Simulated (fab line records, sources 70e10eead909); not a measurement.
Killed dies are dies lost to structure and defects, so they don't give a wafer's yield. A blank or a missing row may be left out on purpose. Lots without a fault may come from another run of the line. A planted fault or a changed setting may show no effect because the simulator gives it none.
fab line records | flow nand_harc | part 2 of 2: steps 30 to 37 of 37
record lots=5 wafers=15 last_day=30
route steps=1302 shown A_STAIRCASE@756
lots that met no fault: from a run of the same line without faults
start_h: hours from the record's first day to the start of the lot's first wafer shown | wait_h: hours since the lot's step before | " the same as in the row above | L1.1+2: a row that stands for several wafers | - no value, or no start given | * or withheld: withheld | < > ~ a bound
route shown NAME@n: a module of which the file shows steps, and the number in the route of the first | usual: mean/standard deviation of fault-free wafers | same: alike in all rows | chamber/n: place in a boat | sites: the reading at each site | _std_site: their standard deviation | _edge_site: outer sites' mean less inner sites' | radius_mm: how far each site lies from the wafer's centre | mask NAME#n: copy n | behind: the tool/chamber that last shaped the wafer | hold: why the lot was held/for how many hours/how that ended | device: the transistor (n, p or np) that didn't switch | end of line: the same wafers' tests at the end of the route | a step without rows: its recipe alone | killed: dies lost to structure and defects at the first sort, not the wafer's yield | map: a wafer's dies, x killed, . not, _ none there
set.NAME: the setting as run; set.NAME@STEP: as run at that earlier step | model.NAME: the simulator's own value behind a step, which no gauge read
lots at some steps of the route; a table a step, a row a wafer
services: from which hour (start_h, from the record's first day; less than 0 if before it) a tool's chamber was out of use, for how many hours, and why
## steps
# step NHARC_A_STAIRCASE_STRIP_458
# recipe o2_flow_sccm=400 cos_flow_sccm=20 ar_flow_sccm=0 bias_w=0 chemistry=O2/COS
# columns lot.wafer tool chamber start_h wait_h
L074.1+2+6 rie_diel-03 1,2,1 - -
L081.4+2+6 rie_diel-03 1,0,1 - -
L085.1+4+5 rie_diel-03 0,2,1 - -
L086.2+3+5 rie_diel-06 0,2,0 - -
L089.3+4+5 rie_diel-09 2,1,2 - -
# step NHARC_A_STAIRCASE_ETCH_451
# recipe target_depth_a=300 overetch_a=30 time_s=16.5 ion_energy_ev=100 cf4_flow_sccm=80 o2_flow_sccm=20 ar_flow_sccm=0 rf_w=300 bias_w=100 chemistry=CF4/O2
# usual drypump_motor_current_A=5.5/0.39 oes_product_au=1.001/0.011 rf_vpp_V=197.9/1.5 showerhead_plenum_p_Torr=1.34/0.064 throttle_valve_pct=13.397/0.0088
# columns lot.wafer tool chamber start_h wait_h drypump_motor_current_A oes_product_au rf_hours_counter_h rf_vpp_V showerhead_plenum_p_Torr throttle_valve_pct
L074.2 rie_diel-03 0 - - 6.1 0.996 25 196.8 1.28 13.401
L074.1 " 2 " " 6.1 1.019 23 197.1 1.36 13.404
L074.6 " 0 " " 6.1 0.999 - 195.5 1.28 13.414
L081.2 rie_diel-03 3 - - 5.9 0.982 38 198.7 1.29 13.387
L081.4 " 1 " " 5.6 1.004 42 196.5 1.36 13.393
L081.6 " 0 " " 6.1 0.986 - 196.5 1.28 13.392
L085.4 rie_diel-03 0 - - 6.1 0.999 5 197.4 1.28 13.405
L085.1 " 2 " " 6.0 0.999 7 197.6 1.36 13.393
L085.5 " 0 " " 6.1 0.999 - 196.1 1.28 13.411
L086.2 rie_diel-06 3 - - 5.4 1.000 6 199.9 1.43 13.393
L086.3 " 1 " " 4.8 1.003 5 196.9 1.29 13.408
L086.5 " 2 " " 5.7 0.987 - 197.4 1.43 13.409
L089.4 rie_diel-09 1 - - 5.5 0.990 2 196.3 1.27 13.402
L089.3 " 0 " " 5.8 1.009 2 198.9 1.42 13.402
L089.5 " 2 " " 5.5 1.006 - 196.5 1.27 13.375
# step NHARC_A_STAIRCASE_ETCH_273
# recipe target_depth_a=1.02e+05 time_s=2468.6 ion_energy_ev=800 c4f8_flow_sccm=80 o2_flow_sccm=60 ar_flow_sccm=withheld rf_w=600 bias_w=3000 chemistry=C4F8/O2/Ar
# usual oes_product_au=0.937/0.014 rf_vpp_V=1828/12
# columns lot.wafer tool chamber start_h wait_h oes_product_au rf_hours_counter_h rf_vpp_V
L074.2 rie_diel-03 1 - - 0.938 25 1832
L074.1 " 2 " " 0.933 24 1833
L074.6 " 0 " " 0.927 - 1818
L081.2 rie_diel-03 3 - - 0.922 39 1818
L081.4 " 0 " " 0.934 43 1816
L081.6 " 2 " " 0.933 - 1832
L085.4 rie_diel-03 1 - - 0.933 5 1830
L085.1 " 2 " " 0.935 7 1831
L085.5 " 3 " " 0.924 - 1819
L086.3 rie_diel-06 0 - - 0.915 7 1842
L086.2 " 1 " " 0.937 5 1820
L086.5 " 0 " " 0.920 - 1841
L089.4 rie_diel-09 1 - - 0.942 3 1815
L089.3 " 2 " " 0.949 3 1816
L089.5 " 2 " " 0.954 - 1814
# step NHARC_A_STAIRCASE_STRIP_274
# recipe o2_flow_sccm=500 ar_flow_sccm=0 bias_w=0 chemistry=O2
# usual drypump_motor_current_A=5.5/0.38 oes_product_au=1.001/0.011 rf_vpp_V=57.9/0.95 showerhead_plenum_p_Torr=3.57/0.16 throttle_valve_pct=17.037/0.0092
# columns lot.wafer tool chamber start_h wait_h drypump_motor_current_A oes_product_au rf_hours_counter_h rf_vpp_V showerhead_plenum_p_Torr throttle_valve_pct
L074.2 rie_diel-03 1 - - 5.6 1.008 27 57.4 3.60 17.025
L074.1 " 3 " " 5.9 0.988 23 57.3 3.42 17.029
L074.6 " 2 " " 6.0 1.010 - 56.8 3.60 17.040
L081.4 rie_diel-03 1 - - 5.6 1.005 43 57.9 3.59 17.025
L081.2 " 2 " " 6.1 1.017 40 58.8 3.59 17.043
L081.6 " 1 " " 5.7 1.013 - 57.9 3.59 17.022
L085.1 rie_diel-03 2 - - 6.0 1.003 7 59.5 3.59 17.024
L085.4 " 3 " " 5.8 0.963 8 59.1 3.40 17.042
L085.5 " 1 " " 5.6 0.999 - 58.0 3.58 17.030
L086.3 rie_diel-06 0 - - 5.4 0.994 8 57.8 3.73 17.044
L086.2 " 1 " " 4.9 1.016 6 57.5 3.42 17.032
L086.5 " 3 " " 5.4 1.000 - 59.0 3.77 17.041
L089.4 rie_diel-09 1 - - 5.5 0.988 4 57.3 3.35 17.026
L089.3 " 2 " " 5.6 1.006 4 56.5 3.38 17.029
L089.5 " 0 " " 5.8 1.018 - 58.8 3.75 17.033
# step NHARC_A_STAIRCASE_STRIP_275
# recipe time_s=900 temp_c=130 chemistry=SPM
# usual temp_c=129.99/0.15
# columns lot.wafer tool chamber start_h wait_h temp_c
L074.6 wet_bench-02 2 383.76 - 130.23
L074.2 " 4 " " 130.05
L074.1 " 6 " " 130.56
L081.6 wet_bench-07 2 444.79 - 130.11
L081.4 " 4 " " 129.80
L081.2 " 7 " " 130.24
L085.1 wet_bench-07 3 478.31 - 129.91
L085.5 " 4 " " 129.74
L085.4 " 5 " " 130.10
L086.3 wet_bench-06 5 507.89 - 130.03
L086.5 " 7 " " 129.85
L086.2 " 0 " " 130.07
L089.5 wet_bench-06 7 518.33 - 130.22
L089.3 " 0 " " 130.01
L089.4 " 1 " " 129.94
# step NHARC_A_STAIRCASE_PRECLEAN_276
# recipe time_s=* temp_c=50 bath_age_min=0 chemistry=SC1
# usual temp_c=50.00/0.11
# columns lot.wafer tool chamber start_h wait_h temp_c
L074.6 wet_bench-02 2 - - 50.11
L074.2 " 4 " " 50.14
L074.1 " 6 " " 49.95
L081.6 wet_bench-07 2 - - 50.04
L081.4 " 4 " " 49.99
L081.2 " 7 " " 50.15
L085.1 wet_bench-07 3 - - 49.83
L085.5 " 4 " " 50.06
L085.4 " 5 " " 50.05
L086.3 wet_bench-06 5 - - 50.06
L086.5 " 7 " " 49.98
L086.2 " 0 " " 50.05
L089.5 wet_bench-06 7 - - 49.95
L089.3 " 0 " " 49.80
L089.4 " 1 " " 49.99
# step NHARC_A_STAIRCASE_SRD_277
# columns lot.wafer tool chamber start_h wait_h
L074.6+2+1 wet_bench-02 2,4,6 - -
L081.6+4+2 wet_bench-07 2,4,7 - -
L085.1+5+4 wet_bench-07 3,4,5 - -
L086.3+5+2 wet_bench-06 5,7,0 - -
L089.5+3+4 wet_bench-06 7,0,1 - -
# step NHARC_A_STAIRCASE_HM_DEP_459
# recipe target_thk_a=15000 temp_c=400 material=aC
# usual throttle_valve_pct=35.001/0.0087
# columns lot.wafer tool chamber start_h wait_h throttle_valve_pct
L074.1 acl_dep-02 0 386.91 2.7 35.001
L074.2 " 0 " " 34.995
L074.6 " 0 388.43 4.2 34.996
L081.2 acl_dep-01 0 445.62 0.4 34.999
L081.4 " 0 " " 35.008
L081.6 " 0 " " 35.012
L085.1 acl_dep-02 0 478.84 0.1 35.010
L085.4 " 0 " " 35.009
L085.5 " 0 " " 34.990
L086.2 acl_dep-01 0 508.73 0.4 35.000
L086.3 " 0 " " 34.980
L086.5 " 0 " " 34.999
L089.3 acl_dep-03 0 521.34 2.6 34.997
L089.4 " 0 " " 35.011
L089.5 " 0 " " 34.992
## services
# columns tool chamber start_h hours kind
rie_diel-03 - 351.69 1.7 repair
krf_scanner-04 - 354.00 4.0 pm
plasma_asher-02 - 354.58 0.5 repair
rie_diel-03 3 364.10 3.4 repair
wet_bench-06 - 369.60 8.0 pm
pecvd-04 2 369.92 9.6 repair
rie_diel-06 2 377.73 5.2 repair
krf_scanner-03 - 396.00 4.0 pm
litho_track-02 - 402.00 7.0 pm
rie_diel-09 0 406.89 7.1 repair
wet_bench-02 - 420.00 8.0 pm
plasma_asher-02 - 426.65 9.0 pm
rie_diel-06 1 445.42 16.8 repair
litho_track-03 - 450.00 7.0 pm
rie_diel-03 - 459.15 9.0 pm
rie_diel-06 - 472.81 0.5 repair
litho_track-05 - 474.00 7.0 pm
rie_diel-06 - 484.44 9.0 pm
acl_dep-03 - 484.58 13.0 pm
rie_diel-03 0 491.44 8.7 repair
rie_diel-09 - 499.72 9.0 pm
rie_diel-03 3 499.98 1.6 repair
rie_diel-06 3 508.98 12.6 repair
wet_bench-07 - 512.05 8.0 pm
